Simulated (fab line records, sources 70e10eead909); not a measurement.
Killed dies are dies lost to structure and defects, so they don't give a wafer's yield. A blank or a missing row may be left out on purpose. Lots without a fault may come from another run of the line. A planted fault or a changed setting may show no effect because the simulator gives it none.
Which tool did it? | flow nand_harc | 6 lots, 18 wafers sampled, at 5 steps of a route of 1159

WHAT THE GAUGES READ, wafer by wafer
NHARC_END_SORT_01.
lot  | measured     | on        | defect_limited_yield (%)
L869 | day 20 01:16 | prober-02 | 16.7 18.6 16.2

WHICH TOOL RAN EACH LOT (tool, then ch and the chambers of the sampled wafers, then the start)
lot  | NHARC_A_M1_ECD_22              | NHARC_THIN_TSV_ETCH_44             | NHARC_THIN_TSV_PRE_CLEAN_50             | NHARC_THIN_TSV_PRE_CLEAN_54
L866 | ecd_cu-02 ch 0,1, day 18 02:55 | rie_diel-03 ch 0,3, day 18 21:12   | pvd_sputter-01, day 19 01:47 or earlier | pvd_sputter-03, day 19 01:47
L867 | ecd_cu-02 ch 1, day 18 06:14   | rie_diel-03 ch 0,3, day 19 02:50   | pvd_sputter-02, day 19 07:22 or earlier | pvd_sputter-01, day 19 07:22
L869 | ecd_cu-02 ch 0,1, day 18 16:34 | rie_diel-03 ch 0,1,3, day 19 11:58 | pvd_sputter-01, day 19 16:34 or earlier | pvd_sputter-03, day 19 16:34
L878 | ecd_cu-02 ch 1, day 21 21:14   | rie_diel-01 ch 1,2,3, day 22 15:59 | pvd_sputter-03, day 22 20:32 or earlier | pvd_sputter-03, day 22 20:32
L882 | ecd_cu-01 ch 0,1, day 22 16:10 | rie_diel-01 ch 0,1,3, day 23 12:38 | pvd_sputter-02, day 23 17:14 or earlier | pvd_sputter-01, day 23 17:14
L886 | ecd_cu-01 ch 0,1, day 23 05:51 | rie_diel-03 ch 0,1,2, day 24 02:25 | pvd_sputter-03, day 24 07:04 or earlier | pvd_sputter-02, day 24 07:04
- NHARC_A_M1_ECD_22: material Cu, target thk 400 nm.
- NHARC_THIN_TSV_ETCH_44: etches the open film in CF4/O2, target depth 1594.2 nm, time 797.1 s.
- NHARC_THIN_TSV_PRE_CLEAN_50: time 30 s.
- NHARC_THIN_TSV_PRE_CLEAN_54: time 30 s.

THE ANSWER, worked out from the rows above alone
Rule: what is usual is taken from the lots themselves. Put in order of their means at a reading, lots are off if they are a third of the lots or fewer, leave a main group of 4 or more, and stand apart from it by a gap of 3 or more times the standard deviation of the main group's means; of several such gaps the widest counts. A main group whose means are all the same, to the digits that the tables above print for the reading, isn't used. A lot without any number at a reading at which 4 lots or more have one is off too. The other lots that the step has rows for count as sound.
No lot is off at any reading shown: from this, nothing can be told.

WHAT THE SIMULATOR HAD PUT IN
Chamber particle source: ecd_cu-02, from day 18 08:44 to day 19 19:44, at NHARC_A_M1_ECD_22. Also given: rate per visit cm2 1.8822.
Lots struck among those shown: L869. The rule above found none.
